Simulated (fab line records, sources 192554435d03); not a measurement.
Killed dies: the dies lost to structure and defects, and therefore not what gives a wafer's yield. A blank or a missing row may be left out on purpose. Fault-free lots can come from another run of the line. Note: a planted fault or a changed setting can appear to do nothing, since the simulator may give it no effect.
Matching of chambers :: flow n5Finfet :: N5_BEOL_M7_ETCH_72 on rieDiel-02 has 4 sister chambers
The step etches underlayer in N2/H2, target depth 6.5 nm, time 5.2 s. 18 wafers are shown with their chamber, then 9 later ones without.

WAFERS, EACH WITH ITS CHAMBER
wafer: L074.2
chamber: 0
drypumpMotorCurrentA (A): 6.1
etchRfOnTimeS (s): 5.18
throttleValvePct (%): 18.1

wafer: L074.3
chamber: 1
drypumpMotorCurrentA (A): 6.3
etchRfOnTimeS (s): 5.48
throttleValvePct (%): 18.2

wafer: L074.5
chamber: 1
drypumpMotorCurrentA (A): 6.3
etchRfOnTimeS (s): 5.48
throttleValvePct (%): 18.3

wafer: L078.1
chamber: 0
drypumpMotorCurrentA (A): 6.1
etchRfOnTimeS (s): 5.24
throttleValvePct (%): 18.1

wafer: L078.3
chamber: 3
drypumpMotorCurrentA (A): 5.7
etchRfOnTimeS (s): 5.16
throttleValvePct (%): 18.4

wafer: L078.5
chamber: 3
drypumpMotorCurrentA (A): 5.7
etchRfOnTimeS (s): 5.12
throttleValvePct (%): 18.4

wafer: L080.1
chamber: 2
drypumpMotorCurrentA (A): 6.0
etchRfOnTimeS (s): 5.27
throttleValvePct (%): 18.4

wafer: L080.2
chamber: 3
drypumpMotorCurrentA (A): 5.7
etchRfOnTimeS (s): 5.11
throttleValvePct (%): 18.4

wafer: L080.4
chamber: 2
drypumpMotorCurrentA (A): 6.0
etchRfOnTimeS (s): 5.29
throttleValvePct (%): 18.4

wafer: L083.3
chamber: 3
drypumpMotorCurrentA (A): 5.7
etchRfOnTimeS (s): 5.19
throttleValvePct (%): 18.4

wafer: L083.5
chamber: 3
drypumpMotorCurrentA (A): 5.7
etchRfOnTimeS (s): 5.18
throttleValvePct (%): 18.4

wafer: L083.6
chamber: 2
drypumpMotorCurrentA (A): 6.0
etchRfOnTimeS (s): 5.23
throttleValvePct (%): 18.4

wafer: L086.2
chamber: 1
drypumpMotorCurrentA (A): 6.3
etchRfOnTimeS (s): 5.32
throttleValvePct (%): 17.7

wafer: L086.3
chamber: 2
drypumpMotorCurrentA (A): 6.0
etchRfOnTimeS (s): 5.30
throttleValvePct (%): 18.4

wafer: L086.5
chamber: 2
drypumpMotorCurrentA (A): 5.9
etchRfOnTimeS (s): 5.28
throttleValvePct (%): 18.4

wafer: L093.1
chamber: 2
drypumpMotorCurrentA (A): 5.9
etchRfOnTimeS (s): 5.30
throttleValvePct (%): 18.4

wafer: L093.2
chamber: 0
drypumpMotorCurrentA (A): 6.1
etchRfOnTimeS (s): 5.20
throttleValvePct (%): 17.6

wafer: L093.3
chamber: 1
drypumpMotorCurrentA (A): 6.3
etchRfOnTimeS (s): 5.26
throttleValvePct (%): 17.8

SIGNATURES (averages over the wafers above)
reading: drypumpMotorCurrentA
chamber 0: 6.100
chamber 1: 6.300
chamber 2: 5.967
chamber 3: 5.700
scatter within a chamber: 0.0309

reading: etchRfOnTimeS
chamber 0: 5.2067
chamber 1: 5.3850
chamber 2: 5.2783
chamber 3: 5.1520
scatter within a chamber: 0.0588

reading: throttleValvePct
chamber 0: 17.933
chamber 1: 18.000
chamber 2: 18.400
chamber 3: 18.400
scatter within a chamber: 0.175
Rule: distance of a wafer from a chamber = root of the sum over the readings of ((wafer's reading minus chamber's mean) / reading's scatter) squared. If the next closest chamber is less than 2 further off than the closest, the wafer can't be placed; otherwise it belongs to the closest. The scatter: the root of (the sum of the squares of (reading less its chamber's mean) over the shown wafers, divided by (wafers less chambers)).

WAFERS MISSING THEIR CHAMBER
wafer: L092.1
drypumpMotorCurrentA (A): 6.3
etchRfOnTimeS (s): 5.20
throttleValvePct (%): 17.8

wafer: L092.2
drypumpMotorCurrentA (A): 6.0
etchRfOnTimeS (s): 5.22
throttleValvePct (%): 18.4

wafer: L092.3
drypumpMotorCurrentA (A): 6.1
etchRfOnTimeS (s): 5.12
throttleValvePct (%): 17.6

wafer: L095.1
drypumpMotorCurrentA (A): 6.1
etchRfOnTimeS (s): 5.20
throttleValvePct (%): 17.6

wafer: L095.2
drypumpMotorCurrentA (A): 6.0
etchRfOnTimeS (s): 5.26
throttleValvePct (%): 18.4

wafer: L095.3
drypumpMotorCurrentA (A): 6.3
etchRfOnTimeS (s): 5.35
throttleValvePct (%): 17.8

wafer: L094.2
drypumpMotorCurrentA (A): 6.1
etchRfOnTimeS (s): 5.19
throttleValvePct (%): 17.6

wafer: L094.4
drypumpMotorCurrentA (A): 6.3
etchRfOnTimeS (s): 5.31
throttleValvePct (%): 17.8

wafer: L094.5
drypumpMotorCurrentA (A): 6.3
etchRfOnTimeS (s): 5.24
throttleValvePct (%): 17.8

WHICH CHAMBER EACH WENT THROUGH
wafer: L092.1
from the rows above: 1
in truth: 1

wafer: L092.2
from the rows above: 2
in truth: 2

wafer: L092.3
from the rows above: 0
in truth: 0

wafer: L095.1
from the rows above: 0
in truth: 0

wafer: L095.2
from the rows above: 2
in truth: 2

wafer: L095.3
from the rows above: 1
in truth: 1

wafer: L094.2
from the rows above: 0
in truth: 0

wafer: L094.4
from the rows above: 1
in truth: 1

wafer: L094.5
from the rows above: 1
in truth: 1
9 of 9 placed correctly. From these rows, 0 cannot be placed. Wrongly placed: 0.
